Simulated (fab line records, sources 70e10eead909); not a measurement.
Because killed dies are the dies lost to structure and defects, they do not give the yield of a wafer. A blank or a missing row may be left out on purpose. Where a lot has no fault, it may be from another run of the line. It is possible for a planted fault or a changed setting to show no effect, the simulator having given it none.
Chamber matching ; flow nandHarc ; 3 sister chambers for NHARC_A_STAIRCASE_DEP_471 on pecvd-02
The step deposits SiO2, target thk 100 nm. 14 wafers are shown with their chamber, then 7 later ones without.

WAFERS, EACH WITH ITS CHAMBER
wafer;chamber;throttleValvePct (%);heaterPowerW (W)
L075.1;2;16.4;683
L075.2;1;15.4;601
L075.5;1;15.2;604
L076.1;1;15.3;705
L076.3;0;15.9;557
L076.6;2;16.4;712
L079.2;2;16.6;698
L079.3;1;15.5;692
L079.5;0;15.6;642
L084.2;2;16.5;619
L084.3;1;15.6;651
L084.6;1;15.4;652
L083.3;1;15.4;656
L083.5;0;15.8;627

SIGNATURES (means of the wafers above)
reading;chamber 0;chamber 1;chamber 2;scatter within a chamber
throttleValvePct;15.767;15.400;16.475;0.126
heaterPowerW;608.67;651.57;678.00;41
Rule: for a wafer and a chamber, the distance is found by dividing, reading by reading, the gap between the wafer's reading and the chamber's mean by the reading's scatter, squaring, summing and taking the root. The wafer belongs to the nearest chamber; if the next one is less than 2 further off, it can't be placed. How the scatter is found: for the shown wafers, subtract from each reading the mean of its chamber, square and add these, divide the total by (wafers less chambers), then take the root.

WAFERS WHOSE CHAMBER IS MISSING
wafer;throttleValvePct (%);heaterPowerW (W)
L083.6;15.5;661
L085.1;15.9;670
L085.4;15.5;616
L085.6;16.6;700
L088.1;15.5;657
L088.2;16.6;610
L088.4;16.5;628

WHICH CHAMBER EACH WENT THROUGH
wafer;from the rows above;in truth
L083.6;can't be placed: 1 or 0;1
L085.1;0;0
L085.4;can't be placed: 1 or 0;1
L085.6;2;2
L088.1;can't be placed: 1 or 0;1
L088.2;2;2
L088.4;2;2
Placed correctly: 4 of 7. Unplaceable from these rows: 3, with the true chamber sitting among the candidates in 3. Number placed wrongly: 0.
